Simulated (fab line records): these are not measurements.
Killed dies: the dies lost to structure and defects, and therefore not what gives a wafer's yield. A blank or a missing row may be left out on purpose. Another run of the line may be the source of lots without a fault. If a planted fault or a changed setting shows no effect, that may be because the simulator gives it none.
Which tool is to blame? | flow n5_finfet | Sampling: 9 lots, 27 wafers, 5 of 1938 route steps

== WHAT THE GAUGES READ, wafer by wafer ==
N5_BEOL_M0_OCD_MEAS_108. Usual: trench_depth_nm 32.8 nm, standard deviation 0.7.
lot  | measured     | on     | trench_depth_nm (nm) | flag
L793 | day 5 23:41  | ocd-02 | 32.4 33.6 32.3       |
L794 | day 6 01:47  | ocd-01 | 33.5 33.1 31.6       |
L802 | day 8 04:39  | ocd-01 | 32.6 34.0 31.4       |
L803 | day 8 15:30  | ocd-02 | 31.7 33.1 32.8       |
L804 | day 8 22:11  | ocd-01 | 31.5 33.6 33.6       |
L808 | day 9 19:08  | ocd-02 | 33.0 32.2 33.8       |
L809 | day 9 22:29  | ocd-02 | 33.5 32.9 31.8       |
L813 | day 10 18:52 | ocd-02 | 33.3 33.6 32.7       |
L815 | day 11 06:12 | ocd-02 | 34.4 33.0 32.1       |

N5_BEOL_M4_RC_MEAS_101. Usual: DIBL_N 36.0 mV/V, standard deviation 1.7; DIBL_P 36.0 mV/V, standard deviation 2; IOFF_N 0.156 nA/um, standard deviation 0.028; IOFF_P 0.21 nA/um, standard deviation 0.04; ION_N 673 uA/um, standard deviation 12; ION_P 463 uA/um, standard deviation 8.3; SS_N 71.4 mV/dec, standard deviation 0.6; SS_P 73.3 mV/dec, standard deviation 0.66; VT_N 250 mV, standard deviation 3; VT_P -250 mV, standard deviation 3.8.
lot  | measured     | on        | DIBL_N (mV/V)  | DIBL_P (mV/V)  | IOFF_N (nA/um)    | IOFF_P (nA/um) | ION_N (uA/um) | ION_P (uA/um) | SS_N (mV/dec)  | SS_P (mV/dec)  | VT_N (mV)   | VT_P (mV)      | flag
L793 | day 7 21:32  | prober-01 | 35.2 33.2 33.7 | 35.4 33.1 34.3 | 0.146 0.118 0.132 | 0.20 0.16 0.19 | 668 661 667   | 470 461 458   | 71.2 70.4 71.0 | 73.2 73.0 72.7 | 252 254 252 | -250 -253 -250 |
L794 | day 8 05:31  | prober-01 | 33.3 35.7 35.2 | 32.2 35.4 34.4 | 0.102 0.135 0.136 | 0.17 0.20 0.20 | 653 654 666   | 460 456 459   | 70.6 72.1 71.4 | 72.2 73.7 72.7 | 256 254 254 | -253 -251 -249 |
L802 | day 10 00:16 | prober-02 | 37.0 36.4 36.6 | 36.3 35.2 36.0 | 0.172 0.160 0.163 | 0.20 0.18 0.19 | 684 684 682   | 466 468 461   | 72.0 71.0 71.5 | 73.8 73.5 73.7 | 248 248 251 | -253 -253 -253 |
L803 | day 10 11:10 | prober-02 | 32.3 34.6 34.7 | 32.4 35.4 35.3 | 0.112 0.156 0.142 | 0.19 0.23 0.22 | 658 682 660   | 462 467 459   | 70.2 71.0 71.6 | 72.7 73.5 73.2 | 254 250 252 | -249 -247 -247 |
L804 | day 10 20:08 | prober-01 | 39.2 32.8 35.6 | 38.8 30.8 34.7 | 0.220 0.107 0.146 | 0.28 0.16 0.21 | 699 658 670   | 477 465 463   | 72.1 70.5 71.4 | 74.7 72.3 73.2 | 243 254 252 | -247 -252 -252 |
L808 | day 11 14:01 | prober-02 | 38.0 36.2 33.9 | 39.2 36.7 34.5 | 0.202 0.174 0.133 | 0.22 0.19 0.16 | 691 681 667   | 464 458 457   | 72.0 71.3 70.4 | 74.4 73.9 73.4 | 245 248 251 | -251 -252 -256 |
L809 | day 11 23:07 | prober-02 | 38.2 37.0 34.4 | 39.8 38.4 35.9 | 0.180 0.150 0.121 | 0.26 0.23 0.20 | 676 660 663   | 466 456 460   | 71.8 71.2 70.9 | 73.4 73.9 72.9 | 248 251 253 | -246 -247 -250 |
L813 | day 13 12:47 | prober-01 | 38.1 37.2 38.8 | 38.5 36.4 38.3 | 0.208 0.179 0.202 | 0.24 0.20 0.25 | 692 673 686   | 468 455 466   | 71.7 71.9 72.1 | 73.9 73.5 74.6 | 247 249 246 | -249 -254 -250 |
L815 | day 13 10:40 | prober-01 | 35.1 36.1 35.9 | 35.2 36.0 36.8 | 0.132 0.156 0.150 | 0.16 0.18 0.19 | 676 674 680   | 463 461 462   | 70.9 71.5 71.0 | 72.4 73.2 72.9 | 251 250 251 | -254 -256 -253 |

== WHICH TOOL RAN EACH LOT (tool, then ch and the chambers of the sampled wafers, then the start) ==
lot  | N5_BEOL_M0_ETCH_128                | N5_BEOL_M0_STRIP_142               | N5_BEOL_M0_SURFACE_TREAT_137
L793 | rie_diel-03 ch 0,1, day 5 23:32    | rie_diel-03 ch 0,1, day 5 23:36    | pvd_sputter-01, day 6 01:49
L794 | rie_diel-01 ch 0,1,3, day 6 01:38  | rie_diel-01 ch 0,1,3, day 6 01:42  | pvd_sputter-02, day 6 02:46
L802 | rie_diel-03 ch 1,2,3, day 8 04:30  | rie_diel-03 ch 1,2,3, day 8 04:34  | pvd_sputter-02, day 8 06:28
L803 | rie_diel-06 ch 0,2,3, day 8 15:20  | rie_diel-06 ch 0,2,3, day 8 15:25  | pvd_sputter-02, day 8 16:27
L804 | rie_diel-06 ch 0,1,3, day 8 22:02  | rie_diel-06 ch 0,1,3, day 8 22:06  | pvd_sputter-02, day 9 01:07
L808 | rie_diel-06 ch 0,2,3, day 9 18:59  | rie_diel-06 ch 0,2,3, day 9 19:03  | pvd_sputter-03, day 9 20:08
L809 | rie_diel-03 ch 0,1,2, day 9 22:20  | rie_diel-03 ch 0,1,2, day 9 22:24  | pvd_sputter-01, day 9 23:32
L813 | rie_diel-06 ch 1,2,3, day 10 18:44 | rie_diel-06 ch 1,2,3, day 10 18:47 | pvd_sputter-01, day 10 19:49
L815 | rie_diel-03 ch 1,2,3, day 11 06:03 | rie_diel-03 ch 1,2,3, day 11 06:07 | pvd_sputter-01, day 11 06:59
- N5_BEOL_M0_ETCH_128: etches SiCN in CF4/N2, target depth 12 nm, overetch 5.1 nm, time 21.4 s.
- N5_BEOL_M0_STRIP_142: strips in N2/H2, time 10 s.
- N5_BEOL_M0_SURFACE_TREAT_137

== WHAT THE TOOLS THEMSELVES READ (means of the sampled wafers that have a number; where no wafer has one, the mark that the record gives instead) ==
N5_BEOL_M0_ETCH_128. Usual: cf4_flow_sccm 59.99 sccm, standard deviation 0.21; drypump_motor_current_A 5.8 A, standard deviation 0.45; oes_product_au 0.56 a.u., standard deviation 0.063; rf_vpp_V 382.8 V, standard deviation 1.6; showerhead_plenum_p_Torr 2.23 Torr, standard deviation 0.056; throttle_valve_pct 15.42 %, standard deviation 0.25.
lot  | tool        | cf4_flow_sccm (sccm) | drypump_motor_current_A (A) | oes_product_au (a.u.) | rf_vpp_V (V) | showerhead_plenum_p_Torr (Torr) | throttle_valve_pct (%) | flag
L793 | rie_diel-03 | 59.82                | 5.9                         | 0.52                  | 383.2        | 2.23                            | 15.72                  |
L794 | rie_diel-01 | 60.02                | 6.2                         | 0.53                  | 383.3        | 2.23                            | 15.43                  |
L802 | rie_diel-03 | 60.00                | 5.7                         | 0.63                  | 382.0        | 2.19                            | 15.23                  |
L803 | rie_diel-06 | 59.86                | 5.5                         | 0.51                  | 383.5        | 2.26                            | 15.69                  |
L804 | rie_diel-06 | 60.03                | 5.6                         | 0.56                  | 384.4        | 2.28                            | 15.50                  |
L808 | rie_diel-06 | 59.96                | 5.5                         | 0.57                  | 383.3        | 2.25                            | 15.53                  |
L809 | rie_diel-03 | 59.88                | 5.7                         | 0.60                  | 383.0        | 2.21                            | 15.41                  |
L813 | rie_diel-06 | 59.77                | 5.7                         | 0.57                  | 384.1        | 2.26                            | 15.44                  |
L815 | rie_diel-03 | 60.01                | 5.7                         | 0.60                  | 380.5        | 2.18                            | 15.28                  |

N5_BEOL_M0_STRIP_142. Usual: for bias_power_w, 7.003 W with a standard deviation of 0.02; for chamber_pressure_mTorr, 19.999 mTorr with a standard deviation of 0.018; for drypump_motor_current_A, 5.8 A with a standard deviation of 0.44; for oes_product_au, 0.82 a.u. with a standard deviation of 0.091; for rf_vpp_V, 59.2 V with a standard deviation of 0.92; for showerhead_plenum_p_Torr, 2.57 Torr with a standard deviation of 0.068; for throttle_valve_pct, 23.7 % with a standard deviation of 0.32.
lot  | tool        | bias_power_w (W) | chamber_pressure_mTorr (mTorr) | drypump_motor_current_A (A) | oes_product_au (a.u.) | rf_vpp_V (V) | showerhead_plenum_p_Torr (Torr) | throttle_valve_pct (%) | flag
L793 | rie_diel-03 | 7.015            | 19.992                         | 5.9                         | 0.75                  | 58.6         | 2.56                            | 23.9                   |
L794 | rie_diel-01 | 7.013            | 19.991                         | 6.2                         | 0.77                  | 58.4         | 2.57                            | 23.6                   |
L802 | rie_diel-03 | -                | -                              | -                           | -                     | -            | -                               | -                      | OFF
L803 | rie_diel-06 | -                | -                              | -                           | -                     | -            | -                               | -                      | OFF
L804 | rie_diel-06 | -                | -                              | -                           | -                     | -            | -                               | -                      | OFF
L808 | rie_diel-06 | 6.983            | 20.000                         | 5.5                         | 0.84                  | 59.1         | 2.60                            | 24.0                   |
L809 | rie_diel-03 | 6.991            | 19.994                         | 5.7                         | 0.88                  | 58.9         | 2.55                            | 23.7                   |
L813 | rie_diel-06 | 6.991            | 20.000                         | 5.8                         | 0.85                  | 59.1         | 2.61                            | 23.8                   |
L815 | rie_diel-03 | 7.017            | 19.994                         | 5.7                         | 0.85                  | 58.6         | 2.51                            | 23.6                   |

== THE ANSWER, worked out from the rows above alone ==
Rule: a lot is off if the mean of its wafers that have a number lies more than 3 standard deviations from the usual mean. A lot without any number at a reading at which 4 lots or more have one is off too. The other lots that the step has rows for count as sound. The gauges are gone through in route order, then the tools' own readings, and for those a lot's mean is taken as printed above. At the first step where some lot is off, the reading lying furthest off is the one used; lots without a number count as furthest.
Off: L802, L803, L804 (N5_BEOL_M0_STRIP_142, bias_power_w). Without a number there: L802, L803, L804.
If a tool, at that step or one of the process steps before it, ran each lot that is off and ran no sound lot following the first of them, it fits. None of those tried fits.

== WHAT THE SIMULATOR HAD INSERTED ==
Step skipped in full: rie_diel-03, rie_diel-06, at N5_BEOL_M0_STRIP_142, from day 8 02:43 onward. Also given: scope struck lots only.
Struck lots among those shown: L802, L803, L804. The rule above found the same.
